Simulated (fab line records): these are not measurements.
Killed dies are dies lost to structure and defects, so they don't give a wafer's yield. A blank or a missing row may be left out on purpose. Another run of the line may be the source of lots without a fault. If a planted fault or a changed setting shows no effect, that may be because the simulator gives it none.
fab line records	flow n5_finfet
record lots=6	wafers=18	last_day=17
route steps=1938 shown MIM_BOT_ETCH@1867 PASS1_CAP@1873 TV_LITHO@1875 PASSIVATION@1936
lots with no fault: from the same line, run without faults
start_h: hours from the record's first day to the start of the lot's first wafer shown	wait_h: how many hours have passed since the lot's step before this one	" identical to the entry in the row above	L1.1+2: one row covering several wafers at once	- no value present, or no start provided	* or withheld: withheld	< > ~ a bound
route shown NAME@n: a module of which the file shows steps, and the number in the route of the first	usual: mean and standard deviation over wafers with no fault	same: alike in all rows	chamber/n: place in a boat	sites: readings site by site	_std_site: how widely they spread, as a standard deviation	_edge_site: the outer-site mean with the inner-site mean subtracted	radius_mm: how far each site lies from the wafer's centre	mask NAME#n: copy n	behind: tool/chamber where the wafer was last shaped	hold: cause of the lot's hold/its duration in hours/its outcome	device: whichever transistor did not switch (one of n, p or np)	end of line: the route-end tests of the same wafers	step lacking rows: just its recipe	killed: dies that structure and defects cost at the first sort, which is not the same as the wafer's yield	map: shows each die of a wafer: x if killed, . if not, _ if none is there
set.NAME: the setting the step ran with; set.NAME@STEP: the setting that earlier step ran with	model.NAME: the simulator's own value behind a step, which no gauge read
lots seen at some steps along the route; tables by step, rows by wafer
services: the hour from which a tool's chamber was out of use, counted from the record's first day as start_h (under 0 if before that day), plus the number of hours and why
## steps
# step N5_MIM_BOT_ETCH_ETCH_03
# recipe chemistry=Cl2/BCl3	target_depth_a=120	pressure_mtorr=8	icp_w=800	bias_w=100	Cl2_flow_sccm=20	bcl3_flow_sccm=80
# usual bcl3_flow_sccm=79.95/0.23	drypump_motor_current_A=5.64/0.25	oes_product_au=0.78/0.096	throttle_valve_pct=27.65/0.22
lot.wafer	tool	chamber	start_h	wait_h	bcl3_flow_sccm	drypump_motor_current_A	oes_product_au	rf_hours_counter_h	throttle_valve_pct
L944.1	rie_metal-02	1	262.93	0.1	80.41	5.55	0.62	116	27.31
L944.4	"	1	"	"	80.29	5.52	0.62	-	27.29
L944.5	"	0	"	"	80.15	5.58	0.77	-	27.78
L948.2	rie_metal-02	0	295.66	0.1	80.15	5.58	0.77	-	27.79
L948.3	"	0	"	"	79.99	5.58	0.78	-	27.78
L948.4	"	0	"	"	79.88	5.58	0.76	-	27.80
L952.1	rie_metal-01	1	336.17	0.1	80.09	5.65	0.89	8	27.75
L952.2	"	0	"	"	79.83	6.04	0.68	85	27.69
L952.3	"	0	"	"	79.78	6.00	0.68	-	27.71
L960.3	rie_metal-01	1	365.25	0.1	79.85	5.68	0.89	-	27.75
L960.5	"	0	"	"	80.16	6.01	0.69	-	27.72
L960.6	"	1	"	"	79.56	5.67	0.89	-	27.74
L966.2	rie_metal-02	0	408.02	0.1	79.65	5.58	0.74	58	27.81
L966.5	"	0	"	"	79.68	5.57	0.74	-	27.79
L966.6	"	1	"	"	79.99	5.53	0.92	-	27.07
L965.1	rie_metal-03	1	408.03	0.1	79.86	5.15	0.71	58	27.72
L965.2	"	1	"	"	79.87	5.13	0.71	-	27.73
L965.4	"	1	"	"	80.10	5.14	0.71	-	27.73
# step N5_MIM_BOT_ETCH_ETCH_00
# recipe chemistry=Cl2/BCl3	target=TiN	target_depth_a=455	ion_energy_ev=150	pressure_mtorr=10	icp_w=1000	bias_w=126	Cl2_flow_sccm=53.25	bcl3_flow_sccm=21.75	Ar_flow_sccm=25
# usual bcl3_flow_sccm=21.74/0.061	drypump_motor_current_A=5.64/0.26	oes_product_au=0.78/0.096	throttle_valve_pct=21.96/0.16
lot.wafer	tool	chamber	start_h	wait_h	bcl3_flow_sccm	drypump_motor_current_A	oes_product_au	rf_hours_counter_h	throttle_valve_pct
L944.1	rie_metal-02	1	263.02	0.1	21.67	5.53	0.62	116	21.83
L944.4	"	1	"	"	21.71	5.52	0.62	-	21.82
L944.5	"	0	"	"	21.75	5.58	0.78	-	21.95
L948.2	rie_metal-02	0	295.85	0.2	21.68	5.57	0.77	-	21.97
L948.3	"	0	"	"	21.60	5.57	0.77	-	21.98
L948.4	"	0	"	"	21.72	5.56	0.77	-	21.99
L952.1	rie_metal-01	1	336.26	0.1	21.72	5.66	0.89	8	22.06
L952.2	"	0	"	"	21.65	6.03	0.68	85	22.03
L952.3	"	0	"	"	21.72	6.04	0.68	-	22.05
L960.3	rie_metal-01	1	365.35	0.1	21.76	5.65	0.87	-	22.06
L960.5	"	0	"	"	21.71	6.02	0.67	-	22.06
L960.6	"	1	"	"	21.87	5.65	0.87	-	22.06
L966.2	rie_metal-02	0	408.11	0.1	21.75	5.58	0.74	58	21.99
L966.5	"	0	"	"	21.75	5.57	0.75	-	21.99
L966.6	"	1	"	"	21.82	5.51	0.92	-	21.51
L965.1	rie_metal-03	1	408.21	0.1	21.76	5.12	0.72	58	22.01
L965.2	"	1	"	"	21.69	5.14	0.71	-	22.01
L965.4	"	1	"	"	21.81	5.12	0.72	-	22.03
# step N5_MIM_BOT_ETCH_STRIP_01
# recipe chemistry=O2	power_w=600	temp_c=60	pressure_mtorr=30	rf_frequency_hz=6e+07	bias_power_w=0	overash_fraction=0.5	o2_flow_sccm=225
# usual drypump_motor_current_A=5.8/0.36	oes_product_au=0.80/0.045	rf_vpp_V=3.7/1.3	showerhead_plenum_p_Torr=2.14/0.07	throttle_valve_pct=16.63/0.23
lot.wafer	tool	chamber	start_h	wait_h	drypump_motor_current_A	oes_product_au	rf_hours_counter_h	rf_vpp_V	showerhead_plenum_p_Torr	throttle_valve_pct
L944.1	rie_diel-06	1	263.16	0.1	6.1	0.77	132	3.5	2.04	16.82
L944.4	"	2	"	"	5.1	0.84	60	3.7	2.13	16.25
L944.5	"	3	"	"	5.7	0.82	-	3.8	2.18	16.39
L948.2	rie_diel-02	2	296.23	0.3	5.6	0.93	17	1.9	2.06	16.42
L948.3	"	1	"	"	5.7	0.90	27	4.8	2.12	16.20
L948.4	"	3	"	"	4.9	0.79	131	4.1	2.12	16.43
L952.1	rie_diel-06	0	336.68	0.4	6.1	0.79	111	5.7	2.21	16.36
L952.2	"	2	"	"	5.2	0.79	84	2.3	2.12	16.31
L952.3	"	3	"	"	5.8	0.77	128	4.1	2.17	16.42
L960.3	rie_diel-06	1	365.45	0.1	6.1	0.70	170	2.7	2.02	16.86
L960.5	"	2	"	"	5.1	0.77	-	4.7	2.11	16.30
L960.6	"	1	"	"	6.1	0.73	-	4.8	2.02	16.86
L966.2	rie_diel-06	3	408.25	0.1	5.8	0.76	156	2.8	2.16	16.48
L966.5	"	3	"	"	5.8	0.76	-	4.5	2.16	16.52
L966.6	"	0	"	"	6.2	0.75	-	5.9	2.20	16.47
L965.1	rie_diel-02	2	408.47	0.2	5.6	0.89	49	3.3	2.05	16.47
L965.2	"	3	"	"	4.9	0.74	161	1.5	2.11	16.49
L965.4	"	1	"	"	5.7	0.84	57	4.0	2.11	16.26
# step N5_MIM_BOT_ETCH_STRIP_02
# recipe chemistry=post_etch_residue_remover	time_s=1200	temp_c=72.5
# step N5_MIM_BOT_ETCH_CLEAN_05
# recipe chemistry=IPA	time_s=180	temp_c=25
# step N5_MIM_BOT_ETCH_SRD_06
# recipe dry=ipa_marangoni	time_s=30	temp_c=23	rinse_liquid=diw
# step N5_PASSIVATION_PECVD_55
# recipe material=SiO2	target_thk_a=4000	temp_c=400	precursor=SiH4/N2O	pressure_torr=2.7	rf_w=608	time_s=22.5
# usual heater_power_w=614/86	showerhead_plenum_p_Torr=8.16/0.093	throttle_valve_pct=52.0/2.1
lot.wafer	tool	chamber	start_h	wait_h	heater_power_w	showerhead_plenum_p_Torr	since_wet_clean_h	throttle_valve_pct
L944.1	pecvd-02	1	263.69	0.0	569	8.18	1874	53.7
L944.4	"	2	"	"	636	8.29	-	52.1
L944.5	"	0	"	"	546	8.05	-	54.1
L948.2	pecvd-02	1	296.74	0.0	487	8.19	1907	53.8
L948.3	"	2	"	"	625	8.30	428	52.0
L948.4	"	0	"	"	619	8.02	-	54.1
L952.1	pecvd-03	1	337.18	0.0	642	8.19	2129	52.7
L952.2	"	1	"	"	705	8.20	-	52.6
L952.3	"	1	"	"	722	8.18	-	52.6
L960.3	pecvd-04	1	365.95	0.0	621	8.12	1614	52.1
L960.5	"	1	"	"	498	8.12	-	52.5
L960.6	"	0	"	"	669	8.05	-	51.1
L966.2	pecvd-02	0	408.76	0.0	605	8.02	1294	54.1
L966.5	"	0	"	"	489	8.04	-	54.3
L966.6	"	2	"	"	654	8.31	-	53.1
L965.1	pecvd-02	2	408.98	0.0	681	8.30	540	53.2
L965.2	"	1	"	"	459	8.18	2019	53.9
L965.4	"	2	"	"	690	8.32	-	53.2
# step N5_PASSIVATION_PECVD_01
# recipe material=SiNx	target_thk_a=2000	temp_c=400	precursor=SiH4/NH3/N2	pressure_torr=4.9	rf_w=1406	time_s=43.2
# usual heater_power_w=332/76	showerhead_plenum_p_Torr=8.67/0.065	throttle_valve_pct=29.4/1.2
lot.wafer	tool	chamber	start_h	wait_h	heater_power_w	showerhead_plenum_p_Torr	since_wet_clean_h	throttle_valve_pct
L944.1	pecvd-02	1	263.73	0.0	233	8.70	1874	30.4
L944.4	"	2	"	"	355	8.78	-	29.2
L944.5	"	0	"	"	237	8.58	-	30.3
L948.2	pecvd-02	1	296.77	0.0	260	8.70	1907	30.5
L948.3	"	2	"	"	296	8.79	428	29.4
L948.4	"	0	"	"	327	8.59	-	30.5
L952.1	pecvd-03	1	337.28	0.1	522	8.67	2129	29.7
L952.2	"	1	"	"	375	8.70	-	29.8
L952.3	"	1	"	"	392	8.72	-	30.0
L960.3	pecvd-04	1	365.99	0.0	298	8.63	1614	29.4
L960.5	"	1	"	"	317	8.64	-	29.6
L960.6	"	0	"	"	450	8.60	-	28.9
L966.2	pecvd-02	0	408.79	0.0	331	8.58	1294	30.7
L966.5	"	0	"	"	321	8.59	-	30.6
L966.6	"	2	"	"	281	8.75	-	30.1
L965.1	pecvd-02	2	409.01	0.0	398	8.78	540	29.8
L965.2	"	1	"	"	237	8.67	2019	30.4
L965.4	"	2	"	"	401	8.76	-	30.0
# step N5_PASSIVATION_HMDS_03
# recipe time_s=60	temp_c=120
# step N5_PASSIVATION_COAT_04
# recipe spin_rpm=*	resist_thk_nm=*
# step N5_PASSIVATION_EBR_06
# recipe solvent=PGMEA	ebr_width_mm=1.5
# step N5_PASSIVATION_SOFTBAKE_05
# recipe temp_c=100	time_s=90
# step N5_PASSIVATION_EXPOSE_07
# recipe mask_id=TV	na=0.55	source_shape=conventional	sigma_outer=0.8	polarization=unpolarized	defocus_nm=0	target_cd_nm=3000	dose_mj=22.75
# usual exposure_dose_mJ_cm2=22.747/0.025
lot.wafer	tool	chamber	start_h	wait_h	mask	exposure_dose_mJ_cm2
L944.1	krf_scanner-01	0	265.66	-	TV#0	22.720
L944.4	"	0	"	"	TV#0	22.743
L944.5	"	0	"	"	TV#0	22.727
L948.2	krf_scanner-01	0	298.94	-	TV#0	23.258
L948.3	"	0	"	"	TV#0	23.245
L948.4	"	0	"	"	TV#0	23.247
L952.1	krf_scanner-01	0	340.87	-	TV#0	23.227
L952.2	"	0	"	"	TV#0	23.209
L952.3	"	0	"	"	TV#0	23.248
L960.3	krf_scanner-02	0	367.35	-	TV#0	22.748
L960.5	"	0	"	"	TV#0	22.730
L960.6	"	0	"	"	TV#0	22.711
L966.2	krf_scanner-02	0	410.22	-	TV#0	22.754
L966.5	"	0	"	"	TV#0	22.750
L966.6	"	0	"	"	TV#0	22.753
L965.1	krf_scanner-02	0	410.25	-	TV#0	22.738
L965.2	"	0	"	"	TV#0	22.730
L965.4	"	0	"	"	TV#0	22.725
# step N5_PASSIVATION_PEB_08
# recipe peb_temp_c=withheld	peb_time_s=*
# step N5_PASSIVATION_PROBE_49
# usual defect_limited_yield=91.2/1.5	killed_at_M0_to_M3=36/10	killed_at_M4_up=13/6	killed_at_contacts=11/5.2	killed_at_front_end=40/11	killed_at_other=3.1/2.9	killed_dies=104/17	killed_on_rim=14/3.6	killed_open=66/12	killed_short=34/7.7	sort_bin_5_function=5.1/0.91	sort_bin_6_memory=3.2/0.67	sort_n_pass=1076/17	sort_yield_pct=91.2/1.5
# same gross_dies=1180	killed_at_back_side=0	sort_bin_4_leakage[%]=0	sort_bin_8_speed[%]=0
lot.wafer	tool	chamber	start_h	wait_h	defect_limited_yield[%]	killed_at_M0_to_M3	killed_at_M4_up	killed_at_contacts	killed_at_front_end	killed_at_other	killed_dies	killed_on_rim	killed_open	killed_short	sort_bin_5_function[%]	sort_bin_6_memory[%]	sort_n_pass	sort_yield_pct[%]
L944.1	prober-01	-	272.58	0.0	92.5	30	12	11	27	8	88	13	56	31	4.4	2.8	1092	92.5
L944.4	prober-01	-	272.73	0.2	89.4	39	18	11	52	5	125	18	84	35	6.5	3.6	1055	89.4
L944.5	prober-01	-	272.78	0.2	88.6	34	15	5	72	8	134	20	89	43	6.2	4.9	1046	88.6
L948.2	prober-02	-	306.29	0.1	90.8	20	14	8	64	2	108	12	63	41	5.0	4.0	1072	90.8
L948.3	prober-02	-	306.34	0.1	93.1	20	23	4	32	3	82	12	51	29	4.2	2.5	1098	93.1
L948.4	prober-02	-	306.39	0.2	92.5	23	8	1	52	4	88	7	60	26	4.6	2.7	1092	92.5
L952.1	prober-02	-	348.67	0.0	90.0	32	13	19	49	5	118	15	72	38	5.3	3.8	1062	90.0
L952.2	prober-02	-	348.72	0.1	93.1	31	8	5	37	1	82	10	57	24	3.8	2.7	1098	93.1
L952.3	prober-02	-	348.77	0.1	91.9	25	15	22	34	0	96	11	61	31	5.2	2.5	1084	91.9
L965.1	prober-02	-	417.28	0.0	92.5	29	10	9	40	0	88	11	63	25	4.7	2.4	1092	92.5
L965.2	prober-02	-	417.33	0.1	94.7	16	4	6	32	5	63	8	34	22	2.3	2.5	1117	94.7
L965.4	prober-02	-	417.43	0.2	93.2	27	15	6	32	0	80	9	58	22	3.7	2.9	1100	93.2
# killed by level:class
L944.1 MOL_CONTACT_COAG:geometric_particle:open=10 FIN_SAQP:geometric_particle:open=8 BEOL_M0_SAQP:geometric_particle:short=7 BEOL_M1:geometric_particle:open=7 DUMMY_GATE:geometric_particle:open=6 BEOL_M1:geometric_particle:short=6 BEOL_M3:geometric_particle:open=4 PAD_METAL:geometric_particle:short=4
L944.4 FIN_SAQP:geometric_particle:open=18 MOL_CONTACT_COAG:geometric_particle:open=11 DUMMY_GATE:geometric_particle:open=10 BEOL_M1:geometric_particle:open=7 BEOL_M1:geometric_particle:short=7 BEOL_M3:geometric_particle:short=7 BEOL_M3:geometric_particle:open=6 BEOL_M5:geometric_particle:open=6
L944.5 FIN_SAQP:geometric_particle:open=33 STI_FIN_REVEAL:geometric_particle:open=10 BEOL_M3:geometric_particle:short=10 BEOL_M1:geometric_particle:short=7 GATE_CUT:geometric_particle:short=6 PAD_METAL:geometric_particle:open=6 FIN_SAQP:geometric_particle:short=5 BEOL_M0_SAQP:geometric_particle:open=5
L948.2 FIN_SAQP:geometric_particle:short=14 STI_FIN_REVEAL:geometric_particle:open=11 FIN_SAQP:geometric_particle:open=10 GATE_CUT:geometric_particle:short=8 BEOL_M4:geometric_particle:open=7 GATE_CUT:geometric_particle:open=5 BEOL_M0_SAQP:geometric_particle:open=5 STARTING-WAFER:geometric_particle:open=5
L948.3 BEOL_M4:geometric_particle:open=10 GATE_CUT:geometric_particle:short=7 FIN_SAQP:geometric_particle:open=6 FIN_SAQP:geometric_particle:short=5 BEOL_M0_SAQP:geometric_particle:short=5 BEOL_M3:geometric_particle:open=5 BEOL_M0_SAQP:geometric_particle:open=4 BEOL_M0:geometric_particle:open=4
L948.4 FIN_SAQP:geometric_particle:open=17 STI_FIN_REVEAL:geometric_particle:open=10 FIN_SAQP:geometric_particle:short=6 BEOL_M4:geometric_particle:open=5 GATE_CUT:geometric_particle:open=5 BEOL_M0_SAQP:geometric_particle:open=5 STI_FIN_REVEAL:geometric_particle:short=4 BEOL_M2:geometric_particle:open=4
L952.1 MOL_CONTACT_COAG:geometric_particle:open=16 FIN_SAQP:geometric_particle:open=12 BEOL_M1:geometric_particle:open=10 FIN_SAQP:geometric_particle:short=8 HKMG_FIN:area_etch=6 BEOL_M0_SAQP:geometric_particle:open=5 MIM_BOT:geometric_particle:short=5 BEOL_M4:geometric_particle:open=5
L952.2 FIN_SAQP:geometric_particle:open=11 FIN_SAQP:geometric_particle:short=10 BEOL_M1:geometric_particle:open=10 BEOL_M0_SAQP:geometric_particle:open=5 BEOL_M0_SAQP:geometric_particle:short=4 MOL_CONTACT_COAG:geometric_particle:open=4 BEOL_M2:geometric_particle:open=4 BEOL_M3:geometric_particle:open=4
L952.3 MOL_CONTACT_COAG:geometric_particle:open=18 BEOL_M4:geometric_particle:open=8 FIN_SAQP:geometric_particle:short=7 BEOL_M0_SAQP:geometric_particle:open=7 FIN_SAQP:geometric_particle:open=5 BEOL_M2:geometric_particle:open=5 STARTING-WAFER:geometric_particle:short=5 BEOL_M0_SAQP:geometric_particle:short=4
L965.1 BEOL_M3:geometric_particle:open=12 MOL_CONTACT_COAG:geometric_particle:open=9 STI_FIN_REVEAL:geometric_particle:open=8 FIN_SAQP:geometric_particle:short=7 FIN_SAQP:geometric_particle:open=6 BEOL_M0_SAQP:geometric_particle:open=5 BEOL_M1:geometric_particle:open=5 BEOL_M3:geometric_particle:short=5
L965.2 FIN_SAQP:geometric_particle:short=6 BEOL_M3:geometric_particle:open=6 HKMG_FIN:area_etch=5 STI_FIN_REVEAL:geometric_particle:open=4 GATE_CUT:geometric_particle:short=4 MOL_CONTACT_COAG:geometric_particle:open=4 BEOL_M1:geometric_particle:open=4 FIN_SAQP:geometric_particle:open=3
L965.4 BEOL_M3:geometric_particle:open=14 BEOL_M0_SAQP:geometric_particle:short=8 FIN_SAQP:geometric_particle:open=7 STI_FIN_REVEAL:geometric_particle:open=7 FIN_SAQP:geometric_particle:short=6 BEOL_M4:geometric_particle:open=6 MOL_CONTACT_COAG:geometric_particle:open=5 BEOL_M0_SAQP:geometric_particle:open=5
## services
tool	chamber	start_h	hours	kind
rie_metal-03	-	239.70	0.5	repair
pecvd-04	2	246.07	5.5	scheduled_down
krf_scanner-02	0	250.15	-	calibration
pecvd-04	2	251.58	-	clean
pecvd-04	2	251.58	-	consumable_replace:showerhead
rie_metal-01	-	255.61	1.0	repair
pecvd-03	-	257.52	0.3	repair
krf_scanner-02	-	278.03	1.0	pm
krf_scanner-01	-	280.89	0.8	pm
rie_metal-02	1	290.19	-	clean
rie_metal-02	1	290.19	33.3	scheduled_down
rie_metal-02	1	290.19	33.3	vent_cycle
rie_diel-06	-	307.32	2.8	pm
rie_diel-02	-	329.88	24.2	repair
pecvd-03	0	330.27	10.9	repair
krf_scanner-01	-	331.12	3.6	pm
krf_scanner-01	0	362.06	-	calibration
krf_scanner-01	-	364.05	1.0	pm
krf_scanner-01	-	374.67	1.3	pm
krf_scanner-02	-	379.27	1.3	pm
pecvd-02	0	380.46	2.1	scheduled_down
pecvd-02	1	383.33	4.7	repair
rie_diel-06	2	386.98	7.8	repair
rie_metal-01	-	395.15	0.6	repair
## key
first_sign step=N5_PASSIVATION_EXPOSE_07	reading=exposure_dose_mJ_cm2	direction=up	sigmas=20	usual=22.747	struck=23.239
effect none on later readings
met_at N5_PASSIVATION_EXPOSE_07
struck_wafers L948.2,L948.3,L948.4,L952.1,L952.2,L952.3
onset_between 265.66 298.94
fault kind=process_parameter_drift	tool=krf_scanner-01	chamber=-	onset_h=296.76	steps=N5_PASSIVATION_EXPOSE_07	channel=dose_mj	offset=0.50793	shape=step	acts_in=these_recipes_only	stated=22.75
